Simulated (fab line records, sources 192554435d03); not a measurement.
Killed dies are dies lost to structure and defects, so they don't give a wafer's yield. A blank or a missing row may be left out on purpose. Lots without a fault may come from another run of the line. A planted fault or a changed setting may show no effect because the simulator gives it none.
Chamber matching | flow n5_finfet | N5_DUMMY_REMOVAL_STRIP_10 on rie_diel-01: 4 sister chambers
The step strips in N2/H2, time 40 s. 8 wafers are shown with their chamber, then 7 later ones without.

WAFERS WITH THEIR CHAMBER
wafer  | chamber | drypump_motor_current_A (A) | showerhead_plenum_p_Torr (Torr)
L923.3 | 1       | 5.4                         | 3.31
L923.4 | 3       | 6.0                         | 3.43
L923.6 | 2       | 5.3                         | 3.27
L927.1 | 1       | 5.4                         | 3.30
L927.4 | 0       | 5.5                         | 3.29
L927.5 | 0       | 5.5                         | 3.29
L929.3 | 3       | 6.1                         | 3.42
L929.4 | 2       | 5.3                         | 3.26

WAFERS WITHOUT THEIR CHAMBER
wafer  | drypump_motor_current_A (A) | showerhead_plenum_p_Torr (Torr)
L929.6 | 6.1                         | 3.42
L930.2 | 5.4                         | 3.30
L930.3 | 5.3                         | 3.26
L930.5 | 6.1                         | 3.42
L933.2 | 5.4                         | 3.30
L933.3 | 5.3                         | 3.26
L933.6 | 5.4                         | 3.30

WHICH CHAMBER EACH WENT THROUGH
wafer  | from the rows above | in truth
L929.6 | 3                   | 3
L930.2 | 1                   | 1
L930.3 | 2                   | 2
L930.5 | 3                   | 3
L933.2 | 1                   | 1
L933.3 | 2                   | 2
L933.6 | 1                   | 1
Placed correctly: 7 of 7. Can't be placed from these rows: 0. Placed wrongly: 0.
How it was worked out, from the rows above alone: a wafer's distance from a chamber is the root of the sum, over the readings, of the square of ((its reading less the chamber's mean) divided by the reading's scatter). The wafer belongs to the nearest chamber; if the next one is less than 2 further off, it can't be placed. A chamber's mean is the mean of its shown wafers. The scatter: the root of (the sum of the squares of (reading less its chamber's mean) over the shown wafers, divided by (wafers less chambers)).
